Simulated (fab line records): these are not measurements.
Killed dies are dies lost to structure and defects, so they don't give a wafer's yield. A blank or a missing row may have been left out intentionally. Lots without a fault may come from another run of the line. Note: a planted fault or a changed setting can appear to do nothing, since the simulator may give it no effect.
fab line records ; flow nand_harc ; part 2 of 2: steps 28 to 40 of 40
record: lots: 5; wafers: 15; last_day: 33
route steps=1302 shown A_SOURCE_PLATE@416 A_ONON_D1@424 A_CHANNEL_HOLE_D1@450
lots untouched by any fault: they come from a run of this same line in which no faults occurred
start_h: start of the lot's first displayed wafer, in hours after the record's first day ; wait_h: how many hours have passed since the lot's step before this one ; " identical to the entry in the row above ; L1.1+2: several wafers, shown together as one row ; - no value, or no start was given ; * or withheld: withheld ; < > ~ a bound
route shown NAME@n: a module of which the file shows steps, and the number in the route of the first ; usual: mean and standard deviation over wafers with no fault ; same: alike in all rows ; chamber/n: place in a boat ; sites: the reading at each site ; _std_site: standard deviation across them ; _edge_site: outer sites' mean less inner sites' ; radius_mm: how far each site lies from the wafer's centre ; mask NAME#n: copy n ; behind: tool/chamber where the wafer was last shaped ; hold: why the lot was held/for how many hours/how that ended ; device: which transistor (n, p or np) failed to switch ; end of line: the same wafers' tests at the end of the route ; a step given without rows: its recipe and nothing more ; killed: not the wafer's yield, but the dies lost to structure and defects at the first sort ; map: shows each die of a wafer: x if killed, . if not, _ if none is there
set.NAME: the setting as run; set.NAME@STEP: as run at that earlier step ; model.NAME: the simulator's own value behind a step, which no gauge read
certain route steps with their lots: each step a table, each wafer a row
services: from which hour (start_h, from the record's first day; less than 0 if before it) a tool's chamber was out of use, for how many hours, and why
== steps ==
step: NHARC_A_ONON_D1_DEP_33
recipe: target_thk_a: 2000; temp_c: 400; pressure_torr: 6.5; rf_w: 900; teos_flow_sccm: 161.4; flow_sccm: 2650; target_thk_nm: 200; gas: O2; material: SiO2
usual: chamber_pressure_Torr: 6.500/0.015; heater_power_w: 553/72; rf_fwd_power_W: 897.2/2.6; showerhead_vpp_V: 1817/85; throttle_valve_pct: 16.2/0.46
lot.wafer;tool;chamber;start_h;wait_h;chamber_pressure_Torr;heater_power_w;rf_fwd_power_W;showerhead_vpp_V;throttle_valve_pct
L075.3;pecvd-01;1;182.56;0.1;6.494;428;899.5;1760;15.7
L075.4;pecvd-01;1;182.56;0.1;6.508;441;900.6;1829;16.0
L075.6;pecvd-01;2;182.56;0.1;6.515;548;899.3;1943;15.9
L078.3;pecvd-01;1;215.14;0.1;6.493;567;900.6;1773;15.6
L078.1;pecvd-01;2;215.14;0.1;6.475;460;900.0;1901;15.8
L078.2;pecvd-01;0;215.14;0.1;6.501;505;898.7;1837;15.7
L080.1;pecvd-03;1;239.00;0.1;6.527;644;898.2;1999;16.4
L080.3;pecvd-03;2;239.00;0.1;6.518;652;894.6;1735;16.3
L080.6;pecvd-03;0;239.00;0.1;6.482;547;897.9;1716;15.8
L086.1;pecvd-02;0;295.00;0.1;6.523;603;894.4;1789;16.5
L086.3;pecvd-02;2;295.00;0.1;6.464;463;894.9;1803;15.8
L086.5;pecvd-02;1;295.00;0.1;6.532;604;901.4;1759;17.0
L095.3;pecvd-01;2;378.76;0.2;6.508;470;893.9;1908;15.7
L095.2;pecvd-01;0;378.76;0.2;6.501;469;898.8;1828;15.8
L095.6;pecvd-01;1;378.76;0.2;6.520;556;899.5;1807;15.4
step: NHARC_A_ONON_D1_THK_MEAS_34
recipe: thk_meas_gauge: ellipsometry
usual: thk_nm: 201/3.2
lot.wafer;tool;chamber;start_h;wait_h;thk_nm
L075.3;film_metro-02;-;182.98;-;196
L075.4;film_metro-02;-;182.98;-;200
L075.6;film_metro-02;-;182.98;-;203
L078.1;film_metro-02;-;215.55;-;195
L078.2;film_metro-02;-;215.55;-;203
L078.3;film_metro-02;-;215.55;-;195
L080.1;film_metro-02;-;239.41;-;204
L080.3;film_metro-02;-;239.41;-;201
L080.6;film_metro-02;-;239.41;-;208
L086.1;film_metro-02;-;295.41;-;202
L086.3;film_metro-02;-;295.41;-;201
L086.5;film_metro-02;-;295.41;-;203
L095.2;film_metro-01;-;379.13;-;200
L095.3;film_metro-01;-;379.13;-;200
L095.6;film_metro-01;-;379.13;-;201
step: NHARC_A_ONON_D1_INSPECT_32
usual: raw_defect_count: 62/18
lot.wafer;tool;chamber;start_h;wait_h;raw_defect_count
L075.3;defect_inspect-02;-;183.04;0.0;64
L075.4;defect_inspect-02;-;183.04;0.0;50
L075.6;defect_inspect-02;-;183.04;0.0;88
L078.1;defect_inspect-01;-;215.64;0.0;56
L078.2;defect_inspect-01;-;215.64;0.0;34
L078.3;defect_inspect-01;-;215.64;0.0;33
L080.1;defect_inspect-02;-;239.50;0.0;72
L080.3;defect_inspect-02;-;239.50;0.0;37
L080.6;defect_inspect-02;-;239.50;0.0;58
L086.1;defect_inspect-01;-;295.50;0.0;83
L086.3;defect_inspect-01;-;295.50;0.0;45
L086.5;defect_inspect-01;-;295.50;0.0;43
L095.2;defect_inspect-02;-;379.20;0.0;59
L095.3;defect_inspect-02;-;379.20;0.0;50
L095.6;defect_inspect-02;-;379.20;0.0;53
step: NHARC_A_CHANNEL_HOLE_D1_DEP_00
recipe: target_thk_a: 31000; temp_c: 400; material: aC
usual: throttle_valve_pct: 34.998/0.0086
lot.wafer;tool;chamber;start_h;wait_h;throttle_valve_pct
L075.3;acl_dep-02;0;183.75;0.7;35.005
L075.4;acl_dep-02;0;183.75;0.7;35.005
L075.6;acl_dep-02;0;183.75;0.7;34.989
L078.1;acl_dep-03;0;215.70;0.1;35.005
L078.2;acl_dep-03;0;215.70;0.1;34.987
L078.3;acl_dep-03;0;215.70;0.1;35.004
L080.1;acl_dep-02;0;242.83;3.3;34.992
L080.3;acl_dep-02;0;242.83;3.3;34.999
L080.6;acl_dep-02;0;242.83;3.3;34.999
L086.1;acl_dep-03;0;295.57;0.1;34.998
L086.3;acl_dep-03;0;295.57;0.1;35.006
L086.5;acl_dep-03;0;295.57;0.1;34.986
L095.2;acl_dep-03;0;382.42;3.2;35.006
L095.3;acl_dep-03;0;382.42;3.2;35.005
L095.6;acl_dep-03;0;382.42;3.2;34.999
step: NHARC_A_CHANNEL_HOLE_D1_DEP_01
recipe: target_thk_a: 1400; target_thk_nm: 140; temp_c: 400; pressure_torr: 3.5; flow_sccm: 200; rf_w: 350; material: SiON
usual: chamber_pressure_Torr: 3.500/0.0079; heater_power_w: 801/52; rf_fwd_power_W: 348.4/1.2; showerhead_vpp_V: 1126/54
lot.wafer;tool;chamber;start_h;wait_h;chamber_pressure_Torr;heater_power_w;rf_fwd_power_W;showerhead_vpp_V
L075.3;pecvd-04;1;185.07;1.0;3.500;819;348.8;1104
L075.4;pecvd-04;1;185.07;1.0;3.505;839;347.6;1128
L075.6;pecvd-04;2;185.07;1.0;3.503;713;345.2;1144
L078.2;pecvd-03;0;217.62;1.3;3.500;719;348.0;1071
L078.1;pecvd-03;1;217.62;1.3;3.503;769;346.2;1244
L078.3;pecvd-03;2;217.62;1.3;3.498;858;346.6;1085
L080.1;pecvd-04;1;244.79;1.6;3.503;815;347.1;1108
L080.3;pecvd-04;2;244.79;1.6;3.500;751;347.0;1133
L080.6;pecvd-04;1;244.79;1.6;3.505;831;348.4;1118
L086.1;pecvd-04;2;297.46;1.6;3.504;833;346.6;1140
L086.3;pecvd-04;1;297.46;1.6;3.492;786;349.0;1116
L086.5;pecvd-04;2;297.46;1.6;3.505;860;346.1;1136
L095.2;pecvd-03;2;384.05;1.3;3.498;850;349.8;1095
L095.3;pecvd-03;1;384.05;1.3;3.503;794;348.5;1246
L095.6;pecvd-03;2;384.05;1.3;3.502;841;348.6;1102
step: NHARC_A_CHANNEL_HOLE_D1_DEHYDRATE_02
recipe: temp_c: 150; time_s: 120
lot.wafer;tool;chamber;start_h;wait_h
L075.3+4+6;litho_track-04;0;185.34;0.2
L078.1+2+3;litho_track-01;0;217.89;0.2
L080.1+3+6;litho_track-01;0;245.03;0.2
L086.1+3+5;litho_track-06;0;297.74;0.2
L095.2+3+6;litho_track-01;0;384.32;0.2
step: NHARC_A_CHANNEL_HOLE_D1_HMDS_03
recipe: time_s: 30
lot.wafer;tool;chamber;start_h;wait_h
L075.3+4+6;litho_track-04;0;-;-
L078.1+2+3;litho_track-01;0;-;-
L080.1+3+6;litho_track-01;0;-;-
L086.1+3+5;litho_track-06;0;-;-
L095.2+3+6;litho_track-01;0;-;-
step: NHARC_A_CHANNEL_HOLE_D1_COAT_36
recipe: temp_c: 260; time_s: 75
lot.wafer;tool;chamber;start_h;wait_h
L075.3+4+6;litho_track-04;0;-;-
L078.1+2+3;litho_track-01;0;-;-
L080.1+3+6;litho_track-01;0;-;-
L086.1+3+5;litho_track-06;0;-;-
L095.2+3+6;litho_track-01;0;-;-
step: NHARC_A_CHANNEL_HOLE_D1_COAT_37
recipe: temp_c: 225; time_s: 65
lot.wafer;tool;chamber;start_h;wait_h
L075.3+4+6;litho_track-04;0;-;-
L078.1+2+3;litho_track-01;0;-;-
L080.1+3+6;litho_track-01;0;-;-
L086.1+3+5;litho_track-06;0;-;-
L095.2+3+6;litho_track-01;0;-;-
step: NHARC_A_CHANNEL_HOLE_D1_COAT_04
recipe: spin_rpm: 1500; resist_thk_nm: 90
lot.wafer;tool;chamber;start_h;wait_h
L075.3+4+6;litho_track-04;0;-;-
L078.1+2+3;litho_track-01;0;-;-
L080.1+3+6;litho_track-01;0;-;-
L086.1+3+5;litho_track-06;0;-;-
L095.2+3+6;litho_track-01;0;-;-
step: NHARC_A_CHANNEL_HOLE_D1_SOFTBAKE_05
recipe: temp_c: 105; time_s: 55
lot.wafer;tool;chamber;start_h;wait_h
L075.3+4+6;litho_track-04;0;-;-
L078.1+2+3;litho_track-01;0;-;-
L080.1+3+6;litho_track-01;0;-;-
L086.1+3+5;litho_track-06;0;-;-
L095.2+3+6;litho_track-01;0;-;-
step: NHARC_A_CHANNEL_HOLE_D1_EBR_06
lot.wafer;tool;chamber;start_h;wait_h
L075.3+4+6;litho_track-04;0;-;-
L078.1+2+3;litho_track-01;0;-;-
L080.1+3+6;litho_track-01;0;-;-
L086.1+3+5;litho_track-06;0;-;-
L095.2+3+6;litho_track-01;0;-;-
step: NHARC_A_CHANNEL_HOLE_D1_EXPOSE_07
recipe: na: 1.35; target_cd_nm: 100; sigma_outer: 0.3; dose_mj: 59.65; mask_id: HOLE_D1
usual: exposure_dose_mJ_cm2: 59.65/0.058
same: na: 1.35
lot.wafer;tool;chamber;start_h;wait_h;mask;exposure_dose_mJ_cm2
L075.3;arfi_scanner-03;0;185.66;-;HOLE_D1#0;59.64
L075.4;arfi_scanner-03;0;185.66;-;HOLE_D1#0;59.62
L075.6;arfi_scanner-03;0;185.66;-;HOLE_D1#0;59.54
L078.1;arfi_scanner-03;0;218.20;-;HOLE_D1#0;59.65
L078.2;arfi_scanner-03;0;218.20;-;HOLE_D1#0;59.68
L078.3;arfi_scanner-03;0;218.20;-;HOLE_D1#0;59.60
L080.1;arfi_scanner-02;0;245.34;-;HOLE_D1#0;59.73
L080.3;arfi_scanner-02;0;245.34;-;HOLE_D1#0;59.63
L080.6;arfi_scanner-02;0;245.34;-;HOLE_D1#0;59.64
L086.1;arfi_scanner-03;0;297.92;-;HOLE_D1#0;59.62
L086.3;arfi_scanner-03;0;297.92;-;HOLE_D1#0;59.67
L086.5;arfi_scanner-03;0;297.92;-;HOLE_D1#0;59.66
L095.2;arfi_scanner-03;0;384.63;-;HOLE_D1#0;59.62
L095.3;arfi_scanner-03;0;384.63;-;HOLE_D1#0;59.63
L095.6;arfi_scanner-03;0;384.63;-;HOLE_D1#0;59.59
== services ==
tool;chamber;start_h;hours;kind
litho_track-01;-;155.00;7.0;pm
pecvd-03;-;171.81;2.4;repair
litho_track-06;-;179.00;7.0;pm
pecvd-03;-;182.29;1.9;repair
pecvd-01;0;184.37;8.9;repair
pecvd-03;-;185.00;13.0;pm
arfi_scanner-03;-;196.00;4.0;pm
litho_track-04;-;203.00;7.0;pm
furnace-01;-;206.00;26.0;pm
lpcvd_poly-02;-;206.00;26.0;pm
pecvd-01;-;213.58;1.0;repair
pecvd-04;2;216.04;6.3;repair
pecvd_onon-03;-;227.04;13.0;pm
pecvd_onon-01;-;269.00;13.0;pm
pecvd-04;-;269.52;13.0;pm
acl_dep-03;-;299.27;13.0;pm
pecvd-01;-;311.07;13.0;pm
pecvd_onon-04;-;311.41;13.0;pm
litho_track-01;-;330.00;7.0;pm
litho_track-06;-;354.00;7.0;pm
pecvd-03;-;366.00;13.0;pm
arfi_scanner-03;-;368.00;4.0;pm
arfi_scanner-03;-;374.65;3.7;repair
litho_track-04;-;378.00;7.0;pm
